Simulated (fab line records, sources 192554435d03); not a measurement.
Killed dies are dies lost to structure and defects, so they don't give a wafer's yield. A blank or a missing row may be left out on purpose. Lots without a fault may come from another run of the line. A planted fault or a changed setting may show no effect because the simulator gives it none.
Chamber matching | flow n5_finfet | N5_BEOL_M14_CMP_49 on cmp-03: 4 sister chambers
The step polishes, stops on SiO2, t overpolish 5.2 s, target thk 560 nm. 4 wafers are shown with their chamber, then 9 later ones without.

WAFERS WITH THEIR CHAMBER
wafer  | chamber | motor_current_A (A)
L085.5 | 1       | 8.9
L094.1 | 2       | 9.9
L094.2 | 3       | 9.6
L094.4 | 0       | 10.6

WAFERS WITHOUT THEIR CHAMBER
wafer  | motor_current_A (A)
L097.2 | 9.6
L097.3 | 8.6
L097.5 | 8.6
L095.2 | 8.3
L095.3 | 9.4
L095.6 | 8.2
L096.3 | 9.0
L096.4 | 10.0
L096.5 | 9.8

WHICH CHAMBER EACH WENT THROUGH
wafer  | from the rows above          | in truth
L097.2 | can't be placed: 3 or 2      | 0
L097.3 | 1                            | 1
L097.5 | 1                            | 1
L095.2 | 1                            | 1
L095.3 | can't be placed: 3 or 1 or 2 | 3
L095.6 | 1                            | 1
L096.3 | can't be placed: 1 or 3      | 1
L096.4 | can't be placed: 2 or 3 or 0 | 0
L096.5 | can't be placed: 2 or 3      | 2
Placed correctly: 4 of 9. Can't be placed from these rows: 5 (the true chamber is among the candidates in 4). Placed wrongly: 0.
How it was worked out, from the rows above alone: a wafer's distance from a chamber is the root of the sum, over the readings, of the square of ((its reading less the chamber's mean) divided by the reading's scatter). The wafer belongs to the nearest chamber; if the next one is less than 2 further off, it can't be placed. A chamber's mean is the mean of its shown wafers. The scatter: with one shown wafer a chamber, the root of the mean of the squares of how far each hidden wafer lies from its nearest shown one.
